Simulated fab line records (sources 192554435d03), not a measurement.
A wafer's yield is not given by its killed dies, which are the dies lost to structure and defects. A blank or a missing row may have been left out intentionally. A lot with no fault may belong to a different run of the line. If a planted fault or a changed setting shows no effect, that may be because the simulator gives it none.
A struck lot beside a sound one    flow n5-finfet    36 out of 1938 route steps
Sound: these wafers, L476.1, L476.2, L476.5. Wafers struck: L479.1, L479.2, L479.5. The cause is given at the end.
At each step with rows: each side's tool, then ch and its chambers, then its first start. Under that, the readings that differ: sound wafers    struck wafers    difference of the means    sigmas: that difference in standard deviations of wafers without a fault.
alike: a reading whose means differ by less than 2 such deviations, as well as words and numbers matching on both sides. not compared: withheld readings; readings where some wafer has no value; bounds like >300 that might hide an equal value; numbers whose values overlap and for which the record gives no deviation.
A row with sigmas, a row that says differs or no value, or rows on one side alone: a step with any of these is where the two part. Non-overlapping numbers with no deviation appear without sigmas and do not part them. Lack of a reading on every wafer of one side parts them only where that side has two or more wafers.

first, 9 steps without rows for these wafers: N5_BEOL_M4_ANNEAL_95 (time 240 s); N5_BEOL_M4_SPUTTER_96 (material Cu, target thk 4.5 nm, time 8.29 s); N5_BEOL_M4_ECD_50 (material Cu, target thk 300 nm); N5_BEOL_M4_ANNEAL_51 (time 90 s); N5_BEOL_M4_CMP_52 (polishes, stops on SiOC, t overpolish 6.8 s, target thk 40 nm); N5_BEOL_M4_PRE_CLEAN_60 (time 15 s); N5_BEOL_M4_CO_CAP_55 (material Co, precursor CCTBA/H2, target thk 2 nm, time 102.1 s); N5_BEOL_M4_PRE_CLEAN_56 (time 15 s); N5_BEOL_M4_DEP_57 (deposits SiCN from 3MS/NH3, target thk 8 nm, time 14 s).
N5_BEOL_M4_RC_MEAS_101:
  sound on prober-02 ch 0, day 11 03:17; struck on prober-01 ch 0, day 11 12:37
  alike: DIBL_N, DIBL_P, IOFF_N, IOFF_P, ION_N, ION_P, SS_N, SS_P, VT_N, VT_P
then, 24 steps without rows for these wafers: N5_BEOL_M5_ILD_DEP_00 (deposits SiCOH lowk from DEMS/porogen, target thk 140.64 nm, time 25.9 s); N5_BEOL_M5_CURE_79 (cures SiCOH lowk, time 240 s); N5_BEOL_M5_PECVD_70 (deposits SiO2 from TEOS/O2, target thk 16 nm, time 18 s); N5_BEOL_M5_HM_DEP_02 (deposits TiN, target thk 20 nm); N5_BEOL_M5_COAT_59 (time 60 s, resist thk 60 nm); N5_BEOL_M5_COAT_60 (time 60 s, resist thk 12 nm); N5_BEOL_M5_COAT_71 (time 60 s, resist thk 5 nm); N5_BEOL_M5_COAT_05 (resist thk 30 nm); N5_BEOL_M5_EBR_07; N5_BEOL_M5_SOFTBAKE_06 (time 60 s); N5_BEOL_M5_EXPOSE_08 (exposes mask M5, target cd 28 nm); N5_BEOL_M5_PEB_09 (peb time 60 s); N5_BEOL_M5_DEVELOP_10 (develop time 30 s); N5_BEOL_M5_DESCUM_16 (chemistry O2, time 7 s); N5_BEOL_M5_ETCH_72 (etches underlayer in N2/H2, target depth 6.5 nm, time 5.2 s); N5_BEOL_M5_ETCH_61 (etches SiARC in CF4, target depth 15.6 nm, time 26 s); N5_BEOL_M5_ETCH_62 (etches SOC in N2/H2, target depth 75 nm, overetch 15 nm, time 112.5 s); N5_BEOL_M5_STRIP_63 (strips in N2/H2); N5_BEOL_M5_STRIP_73 (strips in N2/H2); N5_BEOL_M5_STRIP_64 (strips in CF4); N5_BEOL_M5_HM_OPEN_17 (chemistry Cl2/BCl3, target TiN, target depth 20 nm, overetch 6 nm); N5_BEOL_M5_STRIP_19 (strips in O2); N5_BEOL_M5_COAT_65 (time 60 s, resist thk 60 nm); N5_BEOL_M5_COAT_66 (time 60 s, resist thk 12 nm).
N5_BEOL_M7_VIA_ETCH_34: etches SiCOH lowk in C4F6/O2, target depth 125.5 nm, time 50.5 s.
  sound on rie-diel-02 ch 0,1,2, day 12 04:30; struck on rie-diel-02 ch 1,2, day 12 12:06
  no value came back on the struck wafers for any of 8 readings (C4F6_flow_sccm (sccm), O2_flow_sccm (sccm) and others); on the sound wafers C4F6_flow_sccm (sccm) reads 9.98 10.05 10.04
reading                                     sound         struck       difference  sigmas
model.SiARC_of_BEOL_M7_COAT_64.thk-nm (nm)  0 0 0         6.6 6.6 6.6  +6.6        
model.SOC_of_BEOL_M7_COAT_63.thk-nm (nm)    54.2 54 53.8  60 60 60     +6          
  not compared: rf-hours-counter-h
-- the record jumps here: 3 days lie between the struck wafers' starts before and after (it left off in module BEOL_M7 and takes up again in module PASSIVATION, whose first step shown is number 1936 of the route) --
N5_PASSIVATION_PROBE_49:
  sound on prober-02, day 15 09:59; struck on prober-01, day 15 20:36
reading                   sound           struck          difference  sigmas
defect-limited-yield (%)  90.7 92.9 93.9  0 0 0           -92         -62
killed_at_M4_up           20 17 9         1086 1065 1085  +1063       +99 or more
killed-at-front-end       43 21 24        51 59 50        +24         +2
killed-dies               110 84 72       1180 1180 1180  +1091       +61
killed-on-rim             14 11 10        152 152 152     +140        +38
sort_bin_5_function (%)   5.7 4.1 4.0     95.5 96.8 96.1  +91.5       +83
sort-n-pass               1070 1096 1108  0 0 0           -1091       -61
sort-yield-pct (%)        90.7 92.9 93.9  0 0 0           -92         -62
  alike: killed_at_M0_to_M3, killed-at-contacts, killed-at-other, killed-open, killed-short, sort_bin_6_memory

== WHERE THEY PART ==
Last at N5_PASSIVATION_PROBE_49 as far as this record goes, first at N5_BEOL_M7_VIA_ETCH_34.

WHY: what had been put in by the simulator
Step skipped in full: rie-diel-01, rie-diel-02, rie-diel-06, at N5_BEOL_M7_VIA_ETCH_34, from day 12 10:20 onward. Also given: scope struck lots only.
